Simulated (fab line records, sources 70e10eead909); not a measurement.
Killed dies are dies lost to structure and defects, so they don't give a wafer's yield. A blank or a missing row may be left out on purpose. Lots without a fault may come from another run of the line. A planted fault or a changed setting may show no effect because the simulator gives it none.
fab line records | flow nand_harc
record lots=24 wafers=72 last_day=33
route steps=1302 shown P_BONDPAD@351 A_CHANNEL_FILL_D1@493 A_DECK1_JOINT@544 A_ONON_D2@548
lots that met no fault: from a run of the same line without faults
start_h: hours from the record's first day to the start of the lot's first wafer shown | wait_h: hours since the lot's step before | " the same as in the row above | L1.1+2: a row that stands for several wafers | - no value, or no start given | * or withheld: withheld | < > ~ a bound
route shown NAME@n: a module of which the file shows steps, and the number in the route of the first | usual: mean/standard deviation of fault-free wafers | same: alike in all rows | chamber/n: place in a boat | sites: the reading at each site | _std_site: their standard deviation | _edge_site: outer sites' mean less inner sites' | radius_mm: how far each site lies from the wafer's centre | mask NAME#n: copy n | behind: the tool/chamber that last shaped the wafer | hold: why the lot was held/for how many hours/how that ended | device: the transistor (n, p or np) that didn't switch | end of line: the same wafers' tests at the end of the route | a step without rows: its recipe alone | killed: dies lost to structure and defects at the first sort, not the wafer's yield | map: a wafer's dies, x killed, . not, _ none there
set.NAME: the setting as run; set.NAME@STEP: as run at that earlier step | model.NAME: the simulator's own value behind a step, which no gauge read
steps of the route over a sample of lots; a table a step, a row a wafer
services: from which hour (start_h, from the record's first day; less than 0 if before it) a tool's chamber was out of use, for how many hours, and why
## steps
# step NHARC_P_BONDPAD_DEP_00
# recipe target_thk_a=2500 temp_c=370 target_thk_nm=250 pressure_torr=3 flow_sccm=200 rf_w=450 material=SiCN
# usual heater_power_w=566/100
# columns lot.wafer tool chamber start_h wait_h heater_power_w
L074.1 pecvd-03 1 - - 591
L074.4 " 0 " " 365
L074.5 " 1 " " 600
L075.1 pecvd-03 2 140.70 - 550
L075.5 " 0 " " 368
L075.6 " 1 " " 512
L076.2 pecvd-03 2 153.29 - 643
L076.3 " 0 " " 432
L076.4 " 1 " " 620
L077.2 pecvd-01 2 158.69 - 439
L077.5 " 0 " " 658
L077.6 " 2 " " 356
L078.1 pecvd-04 1 169.28 - 652
L078.3 " 2 " " 563
L078.5 " 2 " " 559
L079.3 pecvd-04 1 180.20 - 619
L079.6 " 2 " " 552
L079.5 " 1 " " 610
L080.5 pecvd-01 1 - - 602
L080.6 " 2 " " 449
L080.4 " 0 " " 660
L081.3 pecvd-01 1 - - 533
L081.2 " 2 " " 364
L081.1 " 0 " " 733
L082.3 pecvd-03 0 211.85 - 442
L082.4 " 1 " " 632
L082.5 " 2 " " 588
L083.1 pecvd-03 2 226.57 - 631
L083.6 " 1 " " 619
L083.4 " 2 " " 645
L084.2 pecvd-04 2 - - 625
L084.3 " 0 " " 676
L084.6 " 0 " " 670
L085.3 pecvd-03 2 - - 639
L085.2 " 0 " " 461
L085.4 " 1 " " 595
L086.1 pecvd-03 1 247.53 - 527
L086.6 " 2 " " 627
L086.4 " 0 " " 377
L087.2 pecvd-03 1 260.02 - 629
L087.5 " 2 " " 615
L087.4 " 0 " " 429
L088.2 pecvd-03 1 286.37 - 590
L088.3 " 0 " " 380
L088.5 " 2 " " 635
L089.3 pecvd-03 2 287.42 - 652
L089.5 " 2 " " 662
L089.4 " 0 " " 370
L090.3 pecvd-01 2 296.22 - 424
L090.1 " 0 " " 672
L090.6 " 2 " " 435
L091.1 pecvd-04 1 - - 628
L091.3 " 2 " " 585
L091.4 " 1 " " 655
L092.2 pecvd-04 2 - - 580
L092.1 " 0 " " 581
L092.5 " 1 " " 715
L093.3 pecvd-03 0 329.30 - 455
L093.6 " 1 " " 537
L093.5 " 0 " " 460
L094.1 pecvd-04 2 330.40 - 611
L094.4 " 2 " " 492
L094.5 " 0 " " 556
L095.2 pecvd-01 0 346.72 - 647
L095.5 " 1 " " 572
L095.6 " 2 " " 453
L096.1 pecvd-03 2 351.06 - 668
L096.6 " 1 " " 644
L096.5 " 2 " " 674
L097.1 pecvd-01 1 358.33 - 560
L097.4 " 2 " " 413
L097.5 " 0 " " 784
# step NHARC_P_BONDPAD_PRE_CLEAN_26
# recipe time_s=30 temp_c=280 gas=H2/He
# usual heater_power_w=421/46
# columns lot.wafer tool chamber start_h wait_h heater_power_w
L074.1 pvd_sputter-01 - - - 359
L074.4 " - " " 408
L074.5 " - " " 431
L075.1 pvd_sputter-02 - - - 376
L075.5 " - " " 381
L075.6 " - " " 420
L076.4 pvd_sputter-01 - - - 396
L076.2 " - " " 455
L076.3 " - " " 360
L077.2 pvd_sputter-01 - - - 395
L077.6 " - " " 456
L077.5 " - " " 427
L078.1 pvd_sputter-02 - - - 375
L078.3 " - " " 387
L078.5 " - " " 415
L079.3 pvd_sputter-01 - - - 434
L079.6 " - " " 404
L079.5 " - " " 455
L080.4 pvd_sputter-03 - - - 438
L080.6 " - " " 433
L080.5 " - " " 452
L081.3 pvd_sputter-02 - - - 539
L081.2 " - " " 417
L081.1 " - " " 407
L082.3 pvd_sputter-02 - - - 390
L082.4 " - " " 375
L082.5 " - " " 425
L083.1 pvd_sputter-02 - - - 429
L083.4 " - " " 548
L083.6 " - " " 378
L084.2 pvd_sputter-02 - - - 398
L084.3 " - " " 419
L084.6 " - " " 547
L085.2 pvd_sputter-01 - - - 432
L085.3 " - " " 426
L085.4 " - " " 392
L086.4 pvd_sputter-03 - - - 393
L086.1 " - " " 412
L086.6 " - " " 447
L087.4 pvd_sputter-03 - - - 432
L087.2 " - " " 392
L087.5 " - " " 445
L088.2 pvd_sputter-02 - - - 417
L088.3 " - " " 528
L088.5 " - " " 431
L089.3 pvd_sputter-01 - - - 359
L089.4 " - " " 431
L089.5 " - " " 368
L090.1 pvd_sputter-01 - - - 435
L090.3 " - " " 352
L090.6 " - " " 432
L091.4 pvd_sputter-01 - - - 368
L091.3 " - " " 394
L091.1 " - " " 427
L092.1 pvd_sputter-03 - - - 405
L092.2 " - " " 408
L092.5 " - " " 409
L093.3 pvd_sputter-02 - - - 414
L093.6 " - " " 549
L093.5 " - " " 388
L094.1 pvd_sputter-03 - - - 403
L094.4 " - " " 419
L094.5 " - " " 431
L095.2 pvd_sputter-01 - - - 425
L095.5 " - " " 399
L095.6 " - " " 436
L096.1 pvd_sputter-02 - - - 543
L096.6 " - " " 554
L096.5 " - " " 390
L097.1 pvd_sputter-01 - - - 406
L097.4 " - " " 435
L097.5 " - " " 370
# step NHARC_A_CHANNEL_FILL_D1_ALD_03
# recipe target_thk_a=60 pulse_time_s=60 ald_cycles=58 temp_c=630 pressure_torr=2 material=SiNx
# usual precursor_pulse_height_rel=0.999/0.018
# columns lot.wafer tool chamber start_h wait_h precursor_pulse_height_rel
L074.1 ald_sin_batch-01 0 - - 1.023
L074.4 " 0 " " 0.986
L074.5 " 0 " " 1.001
L075.1 ald_sin_batch-02 0 - - 0.996
L075.5 " 0 " " 1.016
L075.6 " 0 " " 0.979
L076.2 ald_sin_batch-02 0 - - 0.999
L076.3 " 0 " " 0.999
L076.4 " 0 " " 1.029
L077.2 ald_sin_batch-02 0 - - 1.014
L077.5 " 0 " " 0.984
L077.6 " 0 " " 1.006
L078.1 ald_sin_batch-01 0 - - 1.002
L078.3 " 0 " " 0.975
L078.5 " 0 " " 0.984
L079.3 ald_sin_batch-02 0 - - 0.977
L079.5 " 0 " " 1.000
L079.6 " 0 " " 0.977
L080.4 ald_sin_batch-01 0 - - 0.989
L080.5 " 0 " " 1.011
L080.6 " 0 " " 0.993
L081.1 ald_sin_batch-03 0 - - 1.011
L081.2 " 0 " " 0.973
L081.3 " 0 " " 1.032
L082.3 ald_sin_batch-01 0 - - 0.988
L082.4 " 0 " " 0.996
L082.5 " 0 " " 1.018
L083.1 ald_sin_batch-01 0 - - 0.997
L083.4 " 0 " " 0.989
L083.6 " 0 " " 0.981
L084.2 ald_sin_batch-01 0 - - 0.995
L084.3 " 0 " " 0.985
L084.6 " 0 " " 0.994
L085.2 ald_sin_batch-03 0 - - 0.992
L085.3 " 0 " " 1.010
L085.4 " 0 " " 1.005
L086.1 ald_sin_batch-02 0 - - 0.980
L086.4 " 0 " " 1.017
L086.6 " 0 " " 0.995
L087.2 ald_sin_batch-01 0 - - 1.024
L087.4 " 0 " " 0.985
L087.5 " 0 " " 1.005
L088.2 ald_sin_batch-01 0 - - 0.998
L088.3 " 0 " " 1.004
L088.5 " 0 " " 1.004
L089.3 ald_sin_batch-01 0 - - 1.012
L089.4 " 0 " " 0.979
L089.5 " 0 " " 1.027
L090.1 ald_sin_batch-02 0 - - 0.997
L090.3 " 0 " " 0.984
L090.6 " 0 " " 0.996
L091.1 ald_sin_batch-02 0 - - 1.031
L091.3 " 0 " " 0.997
L091.4 " 0 " " 0.972
L092.1 ald_sin_batch-02 0 - - 1.033
L092.2 " 0 " " 1.009
L092.5 " 0 " " 1.015
L093.3 ald_sin_batch-01 0 - - 0.988
L093.5 " 0 " " 0.982
L093.6 " 0 " " 1.018
L094.1 ald_sin_batch-01 0 - - 1.009
L094.4 " 0 " " 0.983
L094.5 " 0 " " 0.998
L095.2 ald_sin_batch-01 0 - - 1.003
L095.5 " 0 " " 0.989
L095.6 " 0 " " 1.036
L096.1 ald_sin_batch-01 0 - - 0.997
L096.5 " 0 " " 0.992
L096.6 " 0 " " 0.957
L097.1 ald_sin_batch-01 0 - - 0.987
L097.4 " 0 " " 1.018
L097.5 " 0 " " 1.001
# step NHARC_A_CHANNEL_FILL_D1_STRIP_29
# recipe time_s=20 o2_flow_sccm=500 ar_flow_sccm=0 bias_w=0 chemistry=O2
# usual drypump_motor_current_A=5.9/0.45 oes_product_au=1.000/0.012 rf_vpp_V=58.0/0.91 showerhead_plenum_p_Torr=3.58/0.11 throttle_valve_pct=17.036/0.0095
# columns lot.wafer tool chamber start_h wait_h drypump_motor_current_A oes_product_au rf_hours_counter_h rf_vpp_V showerhead_plenum_p_Torr throttle_valve_pct
L074.1 rie_diel-10 2 - - 5.9 0.985 6.5 58.0 3.33 17.035
L074.4 " 0 " " 5.4 1.008 6.6 57.7 3.73 17.033
L074.5 " 2 " " 5.9 0.995 - 57.5 3.33 17.032
L075.1 rie_diel-06 2 - - 6.7 0.997 8.1 57.2 3.53 17.046
L075.5 " 2 " " 6.7 1.004 - 58.4 3.53 17.034
L075.6 " 3 " " 6.1 1.000 - 57.9 3.64 17.030
L076.4 rie_diel-06 0 - - 5.7 0.996 7.3 58.3 3.59 17.034
L076.2 " 1 " " 5.6 0.993 8.7 57.8 3.68 17.028
L076.3 " 2 " " 6.7 0.989 9.0 57.2 3.53 17.040
L077.2 rie_diel-06 1 - - 5.5 0.989 8.9 59.2 3.68 17.031
L077.5 " 1 " " 5.5 0.988 - 58.7 3.68 17.025
L077.6 " 2 " " 6.7 0.988 - 57.6 3.53 17.042
L078.3 rie_diel-13 2 - - 5.5 0.999 4.5 57.1 3.67 17.045
L078.1 " 0 " " 6.2 1.003 5.1 58.4 3.44 17.035
L078.5 " 2 " " 5.5 0.990 - 59.0 3.67 17.043
L079.3 rie_diel-06 1 - - 5.5 1.002 10.1 58.2 3.68 17.047
L079.6 " 2 " " 6.7 1.001 - 57.6 3.53 17.038
L079.5 " 3 " " 6.1 1.010 - 57.0 3.64 17.047
L080.4 rie_diel-10 0 - - 5.3 1.014 1.5 57.6 3.73 17.032
L080.6 " 1 " " 6.3 1.003 - 58.6 3.60 17.023
L080.5 " 2 " " 5.9 0.987 - 58.0 3.33 17.031
L082.3 rie_diel-06 0 302.85 0.2 5.7 1.003 10.2 58.3 3.59 17.035
L082.4 " 2 " " 6.7 0.994 - 58.0 3.53 17.032
L082.5 " 3 " " 6.0 1.008 - 58.4 3.64 17.036
L081.2 rie_diel-13 1 - - 5.5 1.004 6.0 58.7 3.66 17.036
L081.3 " 2 " " 5.5 0.999 6.2 58.8 3.67 17.033
L081.1 " 0 " " 6.1 1.006 6.9 56.0 3.44 17.042
L083.1 rie_diel-10 2 - - 6.0 0.990 4.1 57.7 3.32 17.036
L083.4 " 3 " " 5.9 1.005 4.2 57.2 3.61 17.048
L083.6 " 0 " " 5.4 1.029 - 58.3 3.73 17.049
L084.3 rie_diel-06 2 - - 6.7 1.006 1.0 58.5 3.53 17.031
L084.2 " 1 " " 5.5 0.994 1.3 59.3 3.68 17.051
L084.6 " 3 " " 6.1 1.011 - 57.4 3.64 17.036
L085.3 rie_diel-10 1 - - 6.2 1.001 4.7 58.2 3.60 17.019
L085.2 " 3 " " 5.9 0.997 5.1 57.7 3.61 17.032
L085.4 " 0 " " 5.3 1.018 4.1 57.6 3.72 17.054
L086.4 rie_diel-10 2 - - 5.9 0.989 5.4 57.4 3.32 17.044
L086.1 " 0 " " 5.4 1.012 5.1 57.9 3.72 17.036
L086.6 " 1 " " 6.2 1.000 - 58.4 3.60 17.021
L087.2 rie_diel-13 2 - - 5.5 0.984 1.2 58.8 3.67 17.038
L087.4 " 3 " " 5.1 0.980 0.7 58.4 3.63 17.033
L087.5 " 2 " " 5.5 0.978 - 58.1 3.67 17.055
L089.4 rie_diel-06 2 - - 6.7 1.014 4.7 58.7 3.52 17.041
L089.3 " 1 " " 5.5 1.002 4.7 59.2 3.68 17.036
L089.5 " 2 " " 6.7 1.023 - 57.0 3.52 17.024
L088.2 rie_diel-13 3 - - 5.1 1.003 3.2 60.4 3.63 17.056
L088.3 " 1 " " 5.5 0.979 2.8 58.2 3.66 17.040
L088.5 " 3 " " 5.1 0.997 - 57.6 3.63 17.031
L091.3 rie_diel-13 0 - - 6.2 1.003 2.9 58.0 3.44 17.019
L091.1 " 1 " " 5.5 0.988 2.8 58.0 3.66 17.042
L091.4 " 2 " " 5.5 0.981 3.2 59.1 3.67 17.057
L090.3 rie_diel-06 2 - - 6.7 1.013 5.0 57.4 3.52 17.036
L090.1 " 3 " " 6.0 1.016 4.6 58.0 3.63 17.035
L090.6 " 2 " " 6.7 1.004 - 57.1 3.52 17.015
L092.2 rie_diel-13 3 - - 5.1 0.986 5.7 56.9 3.63 17.046
L092.1 " 0 " " 6.2 1.016 5.3 58.0 3.44 17.036
L092.5 " 0 " " 6.2 1.007 - 58.3 3.44 17.038
L093.3 rie_diel-06 0 - - 5.7 0.992 7.2 57.7 3.58 17.036
L093.5 " 0 " " 5.7 0.985 - 56.3 3.58 17.032
L093.6 " 1 " " 5.5 0.984 - 57.7 3.68 17.047
L094.4 rie_diel-13 0 - - 6.2 1.012 5.5 57.5 3.44 17.030
L094.1 " 3 " " 5.1 0.995 5.9 57.8 3.63 17.043
L094.5 " 0 " " 6.2 1.000 - 59.0 3.43 17.026
L095.2 rie_diel-06 0 - - 5.7 0.993 8.2 58.1 3.58 17.037
L095.6 " 3 " " 6.1 1.014 - 58.8 3.63 17.034
L095.5 " 0 " " 5.7 0.994 - 55.7 3.58 17.037
L096.1 rie_diel-10 0 - - 5.3 1.012 0.7 59.6 3.72 17.044
L096.6 " 1 " " 6.2 1.010 - 58.1 3.60 17.031
L096.5 " 2 " " 6.0 0.994 - 57.3 3.32 17.032
L097.1 rie_diel-10 2 - - 6.0 1.009 1.3 55.8 3.32 17.029
L097.4 " 3 " " 5.9 1.004 1.1 57.0 3.60 17.056
L097.5 " 0 " " 5.3 1.010 - 57.7 3.72 17.042
# step NHARC_A_DECK1_JOINT_INSPECT_05
# usual raw_defect_count=301/100
# columns lot.wafer tool chamber start_h wait_h raw_defect_count
L074.1 defect_inspect-02 - 270.95 0.0 331
L074.4 " - " " 216
L074.5 " - " " 380
L075.1 defect_inspect-02 - 280.73 0.0 237
L075.5 " - " " 375
L075.6 " - " " 170
L076.2 defect_inspect-02 - 294.63 0.0 213
L076.3 " - " " 255
L076.4 " - " " 352
L077.2 defect_inspect-02 - 312.33 0.0 397
L077.5 " - " " 404
L077.6 " - " " 315
L078.1 defect_inspect-01 - 312.36 0.0 301
L078.3 " - " " 461
L078.5 " - " " 252
L079.3 defect_inspect-02 - 322.17 0.0 386
L079.5 " - " " 367
L079.6 " - " " 191
L080.4 defect_inspect-02 - 334.59 0.0 301
L080.5 " - " " 192
L080.6 " - " " 334
L081.1 defect_inspect-02 - 340.42 0.0 382
L081.2 " - " " 190
L081.3 " - " " 587
L082.3 defect_inspect-01 - 340.43 0.0 293
L082.4 " - " " 407
L082.5 " - " " 261
L083.1 defect_inspect-02 - 366.70 0.0 359
L083.4 " - " " 253
L083.6 " - " " 296
L084.2 defect_inspect-02 - 375.19 0.0 310
L084.3 " - " " 332
L084.6 " - " " 213
L085.2 defect_inspect-02 - 378.91 0.0 511
L085.3 " - " " 501
L085.4 " - " " 474
L086.1 defect_inspect-02 - 385.93 0.0 211
L086.4 " - " " 381
L086.6 " - " " 199
L087.2 defect_inspect-01 - 391.75 0.0 242
L087.4 " - " " 230
L087.5 " - " " 262
L088.2 defect_inspect-02 - 429.07 0.0 220
L088.3 " - " " 441
L088.5 " - " " 187
L089.3 defect_inspect-02 - 429.24 0.0 244
L089.4 " - " " 413
L089.5 " - " " 289
L090.1 defect_inspect-02 - 440.60 0.0 277
L090.3 " - " " 144
L090.6 " - " " 190
L091.1 defect_inspect-02 - 440.77 0.0 264
L091.3 " - " " 251
L091.4 " - " " 313
L092.1 defect_inspect-02 - 465.47 0.0 284
L092.2 " - " " 254
L092.5 " - " " 302
L093.3 defect_inspect-02 - 465.58 0.0 361
L093.5 " - " " 309
L093.6 " - " " 337
L094.1 defect_inspect-01 - 465.73 0.0 431
L094.4 " - " " 179
L094.5 " - " " 295
L096.1 defect_inspect-01 - 484.65 0.0 209
L096.5 " - " " 214
L096.6 " - " " 183
L095.2 defect_inspect-02 - 484.66 0.0 132
L095.5 " - " " 261
L095.6 " - " " 195
L097.1 defect_inspect-02 - 494.81 0.0 228
L097.4 " - " " 269
L097.5 " - " " 262
# step NHARC_A_ONON_D2_THK_MEAS_05
# recipe thk_meas_gauge=ellipsometry
# usual thk_nm=998/7.9
# columns lot.wafer tool chamber start_h wait_h thk_nm
L074.1 film_metro-01 - 272.19 - 1003
L074.4 " - " " 1002
L074.5 " - " " 1002
L075.1 film_metro-02 - 281.88 - 1002
L075.5 " - " " 1004
L075.6 " - " " 1004
L076.2 film_metro-01 - 295.77 - 993
L076.3 " - " " 995
L076.4 " - " " 993
L077.2 film_metro-02 - 313.47 - 1008
L077.5 " - " " 1009
L077.6 " - " " 1006
L078.1 film_metro-01 - 313.49 - 996
L078.3 " - " " 995
L078.5 " - " " 996
L079.3 film_metro-01 - 323.31 - 1004
L079.5 " - " " 1004
L079.6 " - " " 1003
L080.4 film_metro-01 - 335.73 - 1006
L080.5 " - " " 1007
L080.6 " - " " 1004
L081.1 film_metro-01 - 341.56 - 995
L081.2 " - " " 994
L081.3 " - " " 993
L082.3 film_metro-02 - 341.58 - 999
L082.4 " - " " 1001
L082.5 " - " " 999
L083.1 film_metro-01 - 367.84 - 1003
L083.4 " - " " 1005
L083.6 " - " " 1005
L084.2 film_metro-01 - 376.33 - 990
L084.3 " - " " 989
L084.6 " - " " 990
L085.2 film_metro-01 - 380.05 - 998
L085.3 " - " " 997
L085.4 " - " " 995
L086.1 film_metro-01 - 387.07 - 991
L086.4 " - " " 991
L086.6 " - " " 992
L087.2 film_metro-02 - 392.89 - 995
L087.4 " - " " 995
L087.5 " - " " 995
L088.2 film_metro-02 - 430.22 - 999
L088.3 " - " " 996
L088.5 " - " " 997
L089.3 film_metro-01 - 430.39 - 1010
L089.4 " - " " 1009
L089.5 " - " " 1010
L090.1 film_metro-01 - 441.89 - 998
L090.3 " - " " 996
L090.6 " - " " 999
L091.1 film_metro-02 - 442.27 - 1007
L091.3 " - " " 1006
L091.4 " - " " 1005
L092.1 film_metro-02 - 466.61 - 977
L092.2 " - " " 979
L092.5 " - " " 979
L093.3 film_metro-01 - 466.72 - 1004
L093.5 " - " " 1006
L093.6 " - " " 1009
L094.1 film_metro-02 - 466.86 - 994
L094.4 " - " " 997
L094.5 " - " " 998
L096.1 film_metro-01 - 485.78 - 992
L096.5 " - " " 990
L096.6 " - " " 992
L095.2 film_metro-02 - 485.80 - 987
L095.5 " - " " 986
L095.6 " - " " 985
L097.1 film_metro-01 - 495.94 - 1010
L097.4 " - " " 1012
L097.5 " - " " 1011
## services
# columns tool chamber start_h hours kind
pvd_sputter-02 - 112.78 10.0 pm
rie_diel-06 - 130.20 9.0 pm
rie_diel-06 0 152.61 1.8 repair
rie_diel-06 2 178.76 1.5 repair
pecvd-03 - 185.56 13.0 pm
pvd_sputter-02 - 190.20 1.6 repair
pecvd-03 - 203.43 2.8 repair
pvd_sputter-01 - 218.39 4.0 repair
pvd_sputter-01 - 225.48 2.7 repair
pvd_sputter-01 - 228.22 10.0 pm
pecvd-03 1 230.96 7.7 repair
pvd_sputter-02 - 232.38 0.7 repair
pvd_sputter-02 - 275.52 4.0 repair
pvd_sputter-02 - 290.78 10.0 pm
rie_diel-06 - 307.20 9.0 pm
pecvd-03 - 334.73 0.5 repair
pvd_sputter-02 - 354.79 1.1 repair
pecvd-03 - 366.56 13.0 pm
pvd_sputter-02 - 382.27 2.4 repair
rie_diel-06 - 392.01 0.7 repair
rie_diel-06 2 404.41 4.6 repair
pvd_sputter-01 - 406.22 10.0 pm
pecvd-03 - 419.24 0.4 repair
rie_diel-06 1 451.69 8.4 repair
## key
fault none
